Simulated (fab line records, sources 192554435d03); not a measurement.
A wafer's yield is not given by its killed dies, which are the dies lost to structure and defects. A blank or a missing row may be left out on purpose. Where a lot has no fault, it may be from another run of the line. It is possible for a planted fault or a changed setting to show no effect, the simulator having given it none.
Split-lot trial || flow n5Finfet || 39 wafers read from 7 lots, route of 1938 steps

== ABOUT THE SPLIT ==
At N5_STI_FIN_REVEAL_ETCHBACK_08 (etches SiO2 in C4F6/O2, target depth 30.5 nm, time 10.167 s), the setting timeS was moved away from the recipe's 10.167 s on 15 of the 39 wafers read, by -59.8% to +24.8%. For the rest of the wafers, this setting stayed at what the recipe calls for.

== FROM THE SPLIT TO THE READING: what the file shows between them, 3 steps ==
- N5_STI_FIN_REVEAL_STRIP_24: strips in N2/H2, time 90 s
- N5_STI_FIN_REVEAL_PRECLEAN_25: cleans in SPM, time 90 s
- N5_STI_FIN_REVEAL_SRD_23: time 30 s

== THE READING ==
trenchDepthNm, in nm, at N5_STI_FIN_REVEAL_FIN_H_MEAS_10. Fault-free wafers of this fab line usually give 52.1 nm, standard deviation 0.66 nm.

{"wafer": "L075.1", "tool, chamber at the split": "rieDiel-06, 2,3,0", "timeS as run, s": 12.45, "against the recipe": "+22.5%", "trenchDepthNm, nm": 59.1, "against lot-mates on the recipe": "+6.7"}
{"wafer": "L075.2", "tool, chamber at the split": "rieDiel-06, 1,0,3", "timeS as run, s": 10.167, "against the recipe": "recipe", "trenchDepthNm, nm": 52.0, "against lot-mates on the recipe": "-"}
{"wafer": "L075.3", "tool, chamber at the split": "rieDiel-06, 2,3,0", "timeS as run, s": 12.45, "against the recipe": "+22.5%", "trenchDepthNm, nm": 60.1, "against lot-mates on the recipe": "+7.7"}
{"wafer": "L075.4", "tool, chamber at the split": "rieDiel-06, 2,3,0", "timeS as run, s": 12.45, "against the recipe": "+22.5%", "trenchDepthNm, nm": 59.4, "against lot-mates on the recipe": "+7.0"}
{"wafer": "L075.5", "tool, chamber at the split": "rieDiel-06, 1,0,3", "timeS as run, s": 10.167, "against the recipe": "recipe", "trenchDepthNm, nm": 52.2, "against lot-mates on the recipe": "-"}
{"wafer": "L075.6", "tool, chamber at the split": "rieDiel-06, 1,0,3", "timeS as run, s": 10.167, "against the recipe": "recipe", "trenchDepthNm, nm": 53.1, "against lot-mates on the recipe": "-"}
{"wafer": "L076.1", "tool, chamber at the split": "rieDiel-05, 3,3,0", "timeS as run, s": 10.167, "against the recipe": "recipe", "trenchDepthNm, nm": 52.5, "against lot-mates on the recipe": "-"}
{"wafer": "L076.2", "tool, chamber at the split": "rieDiel-05, 1,0,1", "timeS as run, s": 12.69, "against the recipe": "+24.8%", "trenchDepthNm, nm": 60.1, "against lot-mates on the recipe": "+7.3"}
{"wafer": "L076.3", "tool, chamber at the split": "rieDiel-05, 1,0,1", "timeS as run, s": 12.69, "against the recipe": "+24.8%", "trenchDepthNm, nm": 60.4, "against lot-mates on the recipe": "+7.6"}
{"wafer": "L076.4", "tool, chamber at the split": "rieDiel-05, 1,0,1", "timeS as run, s": 12.69, "against the recipe": "+24.8%", "trenchDepthNm, nm": 61.2, "against lot-mates on the recipe": "+8.4"}
{"wafer": "L076.5", "tool, chamber at the split": "rieDiel-05, 3,3,0", "timeS as run, s": 10.167, "against the recipe": "recipe", "trenchDepthNm, nm": 52.6, "against lot-mates on the recipe": "-"}
{"wafer": "L076.6", "tool, chamber at the split": "rieDiel-05, 3,3,0", "timeS as run, s": 10.167, "against the recipe": "recipe", "trenchDepthNm, nm": 53.3, "against lot-mates on the recipe": "-"}
{"wafer": "L078.1", "tool, chamber at the split": "rieDiel-04, 2,1,3", "timeS as run, s": 4.758, "against the recipe": "-53.2%", "trenchDepthNm, nm": 35.4, "against lot-mates on the recipe": -16.4}
{"wafer": "L078.2", "tool, chamber at the split": "rieDiel-04, 2,1,3", "timeS as run, s": 4.758, "against the recipe": "-53.2%", "trenchDepthNm, nm": 36.3, "against lot-mates on the recipe": -15.5}
{"wafer": "L078.3", "tool, chamber at the split": "rieDiel-04, 0,2,3", "timeS as run, s": 10.167, "against the recipe": "recipe", "trenchDepthNm, nm": 52.1, "against lot-mates on the recipe": "-"}
{"wafer": "L078.4", "tool, chamber at the split": "rieDiel-04, 2,1,3", "timeS as run, s": 4.758, "against the recipe": "-53.2%", "trenchDepthNm, nm": 35.9, "against lot-mates on the recipe": -15.9}
{"wafer": "L078.5", "tool, chamber at the split": "rieDiel-04, 0,2,3", "timeS as run, s": 10.167, "against the recipe": "recipe", "trenchDepthNm, nm": 51.1, "against lot-mates on the recipe": "-"}
{"wafer": "L078.6", "tool, chamber at the split": "rieDiel-04, 0,2,3", "timeS as run, s": 10.167, "against the recipe": "recipe", "trenchDepthNm, nm": 52.2, "against lot-mates on the recipe": "-"}
{"wafer": "L079.1", "tool, chamber at the split": "rieDiel-04, 2,3,3", "timeS as run, s": 4.083, "against the recipe": "-59.8%", "trenchDepthNm, nm": 34.2, "against lot-mates on the recipe": -18.7}
{"wafer": "L079.2", "tool, chamber at the split": "rieDiel-04, 1,0,2", "timeS as run, s": 10.167, "against the recipe": "recipe", "trenchDepthNm, nm": 53.6, "against lot-mates on the recipe": "-"}
{"wafer": "L079.3", "tool, chamber at the split": "rieDiel-04, 1,0,2", "timeS as run, s": 10.167, "against the recipe": "recipe", "trenchDepthNm, nm": 52.1, "against lot-mates on the recipe": "-"}
{"wafer": "L079.4", "tool, chamber at the split": "rieDiel-04, 2,3,3", "timeS as run, s": 4.083, "against the recipe": "-59.8%", "trenchDepthNm, nm": 34.4, "against lot-mates on the recipe": -18.5}
{"wafer": "L079.5", "tool, chamber at the split": "rieDiel-04, 1,0,2", "timeS as run, s": 10.167, "against the recipe": "recipe", "trenchDepthNm, nm": 53.0, "against lot-mates on the recipe": "-"}
{"wafer": "L079.6", "tool, chamber at the split": "rieDiel-04, 2,3,3", "timeS as run, s": 4.083, "against the recipe": "-59.8%", "trenchDepthNm, nm": 35.2, "against lot-mates on the recipe": -17.7}
{"wafer": "L081.1", "tool, chamber at the split": "rieDiel-04, 3,0,2,1,2,1", "timeS as run, s": 10.167, "against the recipe": "recipe", "trenchDepthNm, nm": 51.6, "against lot-mates on the recipe": "-"}
{"wafer": "L081.2", "tool, chamber at the split": "rieDiel-04, 3,0,2,1,2,1", "timeS as run, s": 10.167, "against the recipe": "recipe", "trenchDepthNm, nm": 52.3, "against lot-mates on the recipe": "-"}
{"wafer": "L081.3", "tool, chamber at the split": "rieDiel-04, 3,0,2,1,2,1", "timeS as run, s": 10.167, "against the recipe": "recipe", "trenchDepthNm, nm": 51.7, "against lot-mates on the recipe": "-"}
{"wafer": "L081.4", "tool, chamber at the split": "rieDiel-04, 3,0,2,1,2,1", "timeS as run, s": 10.167, "against the recipe": "recipe", "trenchDepthNm, nm": 52.8, "against lot-mates on the recipe": "-"}
{"wafer": "L081.5", "tool, chamber at the split": "rieDiel-04, 3,0,2,1,2,1", "timeS as run, s": 10.167, "against the recipe": "recipe", "trenchDepthNm, nm": 52.1, "against lot-mates on the recipe": "-"}
{"wafer": "L081.6", "tool, chamber at the split": "rieDiel-04, 3,0,2,1,2,1", "timeS as run, s": 10.167, "against the recipe": "recipe", "trenchDepthNm, nm": 52.8, "against lot-mates on the recipe": "-"}
{"wafer": "L084.1", "tool, chamber at the split": "rieDiel-06, 0,0,1", "timeS as run, s": 10.167, "against the recipe": "recipe", "trenchDepthNm, nm": 51.1, "against lot-mates on the recipe": "-"}
{"wafer": "L084.5", "tool, chamber at the split": "rieDiel-06, 0,0,1", "timeS as run, s": 10.167, "against the recipe": "recipe", "trenchDepthNm, nm": 51.7, "against lot-mates on the recipe": "-"}
{"wafer": "L084.6", "tool, chamber at the split": "rieDiel-06, 0,0,1", "timeS as run, s": 10.167, "against the recipe": "recipe", "trenchDepthNm, nm": 51.8, "against lot-mates on the recipe": "-"}
{"wafer": "L095.1", "tool, chamber at the split": "rieDiel-04, 0,3,2", "timeS as run, s": 10.167, "against the recipe": "recipe", "trenchDepthNm, nm": 52.8, "against lot-mates on the recipe": "-"}
{"wafer": "L095.2", "tool, chamber at the split": "rieDiel-04, 0,3,2", "timeS as run, s": 10.167, "against the recipe": "recipe", "trenchDepthNm, nm": 52.2, "against lot-mates on the recipe": "-"}
{"wafer": "L095.3", "tool, chamber at the split": "rieDiel-04, 1,2,3", "timeS as run, s": 12.48, "against the recipe": "+22.8%", "trenchDepthNm, nm": 59.9, "against lot-mates on the recipe": "+7.6"}
{"wafer": "L095.4", "tool, chamber at the split": "rieDiel-04, 1,2,3", "timeS as run, s": 12.48, "against the recipe": "+22.8%", "trenchDepthNm, nm": 58.5, "against lot-mates on the recipe": "+6.2"}
{"wafer": "L095.5", "tool, chamber at the split": "rieDiel-04, 1,2,3", "timeS as run, s": 12.48, "against the recipe": "+22.8%", "trenchDepthNm, nm": 58.9, "against lot-mates on the recipe": "+6.6"}
{"wafer": "L095.6", "tool, chamber at the split": "rieDiel-04, 0,3,2", "timeS as run, s": 10.167, "against the recipe": "recipe", "trenchDepthNm, nm": 51.9, "against lot-mates on the recipe": "-"}
Rows listing several chambers each stand for several wafers; the file does not say which wafer went through which chamber.

FIT RESULTS
A straight line over all 39 wafers: trenchDepthNm changes by +0.306 nm for each +1% of timeS; r = +1.00; the points scatter about the line by 0.64 nm.
The same after taking each lot's own level away (the mean of its wafers on the recipe; 39 wafers): +0.305 nm for each +1%; r = +1.00; scatter 0.49 nm.
According to that fit, moving timeS by its largest amount changes the reading by 18 nm.
Measured against the standard deviation above, the lots' own levels, which go from 51.53 to 52.90 nm, span 2.1 times it.
Hence the lot-to-lot level has little effect on the slope; both slopes agree.
Check: with one of the wafers moved furthest among these (-59.8%) left out of the fit, the line predicts -18.1 nm for it against its lot-mates. It came out at -18.7 nm against them.

== ADDITIONAL SPLITS CARRIED BY THESE WAFERS ==
Before the reading, these wafers also passed through other splits. Each is held against what the fit with the lots' levels taken away leaves over:
{"other split on the same wafers": "N5_ZERO_LAYER_PECVD_02 timeS", "wafers away from the commonest value": 12, "r with trenchDepthNm (lot level and that fit taken away)": -0.14}
{"other split on the same wafers": "N5_FIN_SAQP_SPACER1_ALD_24 aldCycles", "wafers away from the commonest value": 15, "r with trenchDepthNm (lot level and that fit taken away)": "+0.17"}

== THE FILE'S OWN FIT ==
trenchDepthNm changes by +0.304 nm for each +1% of timeS, r = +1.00.
